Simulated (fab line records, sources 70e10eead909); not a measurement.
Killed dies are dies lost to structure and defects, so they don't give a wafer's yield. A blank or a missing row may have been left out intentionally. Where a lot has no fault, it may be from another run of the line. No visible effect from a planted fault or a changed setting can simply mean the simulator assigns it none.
Which tool did it?    flow nand_harc    33 wafers from 11 lots sampled at 5 of the route's 1302 steps

## WHAT THE GAUGES SHOWED, per wafer
NHARC_END_SORT_01. Usual: killed_at_array 54, standard deviation 20; killed_at_other 0.7, standard deviation 0.94; killed_at_periphery 3.8, standard deviation 2.7; killed_dies 59, standard deviation 20; killed_open 3.5, standard deviation 1.9; killed_short 2.5, standard deviation 1.6.
lot   measured      on         killed_at_array  killed_at_other  killed_at_periphery  killed_dies  killed_open  killed_short  flag
L320  day 30 08:39  prober-01  41 45 23         1 0 0            1 1 4                43 46 27     5 5 1        5 2 2         
L325  day 32 23:14  prober-02  67 94 69         1 0 1            2 1 0                70 95 70     2 3 2        3 3 1         
L327  day 33 04:47  prober-01  40 40 33         0 3 1            4 1 2                44 44 36     3 7 4        0 0 0         
L328  day 33 07:49  prober-02  96 83 58         1 0 0            3 5 6                100 88 64    3 1 4        3 5 2         

## WHICH TOOL RAN EACH LOT (tool, then ch and the chambers of the sampled wafers, then the start)
lot   NHARC_A_CHANNEL_FILL_D2_ALD_14    NHARC_A_CHANNEL_FILL_D2_ALD_15                  NHARC_A_CHANNEL_FILL_D2_STRIP_28    NHARC_A_CHANNEL_FILL_D2_ANNEAL_22
L308  ald_hk-02 ch 0,1,2, day 14 17:23  ald_sin_batch-03 ch 0, day 15 10:35 or earlier  rie_diel-11 ch 1,2,3, day 15 10:35  furnace-01 ch 0, day 15 19:16
L309  ald_hk-02 ch 0,1,2, day 14 17:39  ald_sin_batch-03 ch 0, day 15 10:35 or earlier  rie_diel-09 ch 1,3, day 15 10:35    furnace-01 ch 0, day 15 19:16
L310  ald_hk-03 ch 2,3, day 15 05:43    ald_sin_batch-03 ch 0, day 15 23:06 or earlier  rie_diel-11 ch 0,1,3, day 15 23:06  furnace-01 ch 0, day 16 06:47
L311  ald_hk-03 ch 0,1,2, day 15 16:01  ald_sin_batch-01 ch 0, day 16 09:49 or earlier  rie_diel-09 ch 0,1,3, day 16 09:49  furnace-01 ch 0, day 16 17:33
L320  ald_hk-03 ch 0,1,3, day 19 09:51  ald_sin_batch-01 ch 0, day 20 02:30 or earlier  rie_diel-01 ch 0,3, day 20 02:30    furnace-05 ch 0, day 20 10:45
L322  ald_hk-02 ch 0,1,3, day 20 10:20  ald_sin_batch-02 ch 0, day 21 04:09 or earlier  rie_diel-09 ch 0,2,3, day 21 04:09  furnace-04 ch 0, day 21 11:24
L325  ald_hk-02 ch 2,3, day 21 11:41    ald_sin_batch-02 ch 0, day 22 05:17 or earlier  rie_diel-11 ch 2,3, day 22 05:17    furnace-04 ch 0, day 22 14:16
L326  ald_hk-02 ch 0,1,2, day 21 19:45  ald_sin_batch-02 ch 0, day 22 13:14 or earlier  rie_diel-11 ch 0,3, day 22 13:14    furnace-01 ch 0, day 22 21:43
L327  ald_hk-01 ch 0,3, day 22 10:37    ald_sin_batch-03 ch 0, day 23 03:56 or earlier  rie_diel-09 ch 1,2,3, day 23 03:56  furnace-05 ch 0, day 23 11:44
L328  ald_hk-02 ch 0,1,3, day 22 10:38  ald_sin_batch-03 ch 0, day 23 03:55 or earlier  rie_diel-01 ch 0,1,2, day 23 03:55  furnace-05 ch 0, day 23 11:44
L329  ald_hk-02 ch 0,3, day 23 10:36    ald_sin_batch-03 ch 0, day 24 03:20 or earlier  rie_diel-01 ch 0,1, day 24 03:20    furnace-04 ch 0, day 24 10:35
- NHARC_A_CHANNEL_FILL_D2_ALD_14: deposits SiO2, target thk 2.5 nm, pulse time 10 s, ald cycles 25.
- NHARC_A_CHANNEL_FILL_D2_ALD_15: deposits SiNx, target thk 2 nm, pulse time 60 s, ald cycles 19.
- NHARC_A_CHANNEL_FILL_D2_STRIP_28: strips in O2, time 20 s.
- NHARC_A_CHANNEL_FILL_D2_ANNEAL_22: time 7200 s.

## AS READ BY THE TOOLS THEMSELVES (means over the sampled wafers that have a number; for cases with no such wafer, the mark the record gives instead)
NHARC_A_CHANNEL_FILL_D2_ALD_14. Usual: heater_power_w 469 W, standard deviation 28; precursor_pulse_height_rel 1.000, standard deviation 0.02.
lot   tool       heater_power_w (W)  precursor_pulse_height_rel  flag
L308  ald_hk-02  492                 0.993                       
L309  ald_hk-02  480                 0.991                       
L310  ald_hk-03  487                 1.007                       
L311  ald_hk-03  439                 1.013                       
L320  ald_hk-03  457                 0.981                       
L322  ald_hk-02  470                 1.004                       
L325  ald_hk-02  471                 1.014                       
L326  ald_hk-02  476                 0.995                       
L327  ald_hk-01  458                 0.994                       
L328  ald_hk-02  472                 1.008                       
L329  ald_hk-02  461                 1.010                       

NHARC_A_CHANNEL_FILL_D2_ALD_15. Usual: chamber_pressure_Torr 2.001 Torr, standard deviation 0.0045; precursor_pulse_height_rel 1.000, standard deviation 0.018.
lot   tool              chamber_pressure_Torr (Torr)  precursor_pulse_height_rel  flag
L308  ald_sin_batch-03  2.001                         1.010                       
L309  ald_sin_batch-03  2.003                         0.993                       
L310  ald_sin_batch-03  2.007                         0.998                       
L311  ald_sin_batch-01  2.002                         1.002                       
L320  ald_sin_batch-01  2.002                         1.018                       
L322  ald_sin_batch-02  2.007                         1.001                       
L325  ald_sin_batch-02  2.000                         1.012                       
L326  ald_sin_batch-02  1.999                         1.000                       
L327  ald_sin_batch-03  1.997                         0.993                       
L328  ald_sin_batch-03  1.998                         1.004                       
L329  ald_sin_batch-03  1.997                         1.004                       

NHARC_A_CHANNEL_FILL_D2_STRIP_28. Usual: drypump_motor_current_A 5.6 A, standard deviation 0.41; oes_product_au 1.002 a.u., standard deviation 0.011; rf_vpp_V 58.0 V, standard deviation 0.89; showerhead_plenum_p_Torr 3.59 Torr, standard deviation 0.12; throttle_valve_pct 17.037 %, standard deviation 0.0089.
lot   tool         drypump_motor_current_A (A)  oes_product_au (a.u.)  rf_vpp_V (V)  showerhead_plenum_p_Torr (Torr)  throttle_valve_pct (%)  flag
L308  rie_diel-11  5.5                          1.007                  58.0          3.59                             17.036                  
L309  rie_diel-09  5.1                          1.005                  57.7          3.66                             17.027                  
L310  rie_diel-11  5.7                          1.008                  57.5          3.62                             17.030                  
L311  rie_diel-09  5.3                          0.994                  58.8          3.59                             17.046                  
L320  rie_diel-01  5.5                          1.013                  57.3          3.56                             17.036                  
L322  rie_diel-09  5.7                          1.002                  58.0          3.51                             17.039                  
L325  rie_diel-11  5.7                          1.008                  57.7          3.63                             17.040                  
L326  rie_diel-11  6.0                          0.998                  57.3          3.70                             17.031                  
L327  rie_diel-09  5.5                          0.979                  58.0          3.58                             17.037                  
L328  rie_diel-01  5.6                          1.006                  57.8          3.66                             17.037                  
L329  rie_diel-01  5.3                          1.012                  58.4          3.61                             17.044                  

NHARC_A_CHANNEL_FILL_D2_ANNEAL_22. Usual: spike_tc_bottom_C 644.1 C, standard deviation 2; spike_tc_centre_C 620.4 C, standard deviation 0.95; spike_tc_lower_C 620.3 C, standard deviation 0.94; spike_tc_top_C 639.0 C, standard deviation 1.9; spike_tc_upper_C 620.3 C, standard deviation 1.3; tube_center_temp_C 620 C, standard deviation 0.054; tube_center_temp_C_max 621.61, standard deviation 0.26; zone_power_upper_pct 8.1 %, standard deviation 0.46.
lot   tool        spike_tc_bottom_C (C)  spike_tc_centre_C (C)  spike_tc_lower_C (C)  spike_tc_top_C (C)  spike_tc_upper_C (C)  tube_center_temp_C (C)  tube_center_temp_C_max  zone_power_upper_pct (%)  flag
L308  furnace-01  647.1                  620.1                  620.0                 639.9               619.3                 620                     621.73                  8.4                       
L309  furnace-01  646.3                  620.9                  620.0                 639.6               619.3                 620                     621.53                  8.6                       
L310  furnace-01  632.4                  606.2                  606.3                 626.4               604.7                 606                     607.46                  8.1                       OFF
L311  furnace-01  632.6                  606.6                  605.8                 628.3               604.8                 606                     607.59                  8.1                       OFF
L320  furnace-05  643.3                  619.8                  620.8                 637.3               620.4                 620                     621.46                  7.4                       
L322  furnace-04  642.7                  621.7                  620.0                 640.0               620.7                 620                     621.49                  8.3                       
L325  furnace-04  643.8                  619.9                  620.3                 639.3               621.8                 620                     621.38                  8.3                       
L326  furnace-01  646.6                  621.0                  619.8                 641.2               618.4                 620                     621.80                  8.4                       
L327  furnace-05  642.9                  620.5                  620.3                 637.2               620.8                 620                     621.80                  7.3                       
L328  furnace-05  642.1                  620.3                  620.6                 637.0               620.6                 620                     621.52                  7.3                       
L329  furnace-04  641.7                  620.0                  620.4                 639.8               621.3                 620                     621.41                  8.2                       

## THE ANSWER, worked out from the rows above alone
Rule: lot off if the mean of its wafers having a number is beyond 3 standard deviations from the usual mean. A lot without any number at a reading at which 4 lots or more have one is off too. The other lots that the step has rows for count as sound. After the gauges, taken in route order, come the tools' own readings; for these a lot's mean is taken, as printed above. The first step at which some lot is off is used, and at that step the reading that is off furthest; a lot without a number counts as furthest.
Off, at NHARC_A_CHANNEL_FILL_D2_ANNEAL_22 on tube_center_temp_C: L310, L311.
A tool fits if, at that step or a process step before it, it ran every lot that is off, and no sound lot after the first of them. With no start given for some of its lots, NHARC_A_CHANNEL_FILL_D2_ALD_15 uses the hours and lot order of NHARC_A_CHANNEL_FILL_D2_STRIP_28. Of those tried, none fits.

## WHAT HAD BEEN PUT IN BY THE SIMULATOR
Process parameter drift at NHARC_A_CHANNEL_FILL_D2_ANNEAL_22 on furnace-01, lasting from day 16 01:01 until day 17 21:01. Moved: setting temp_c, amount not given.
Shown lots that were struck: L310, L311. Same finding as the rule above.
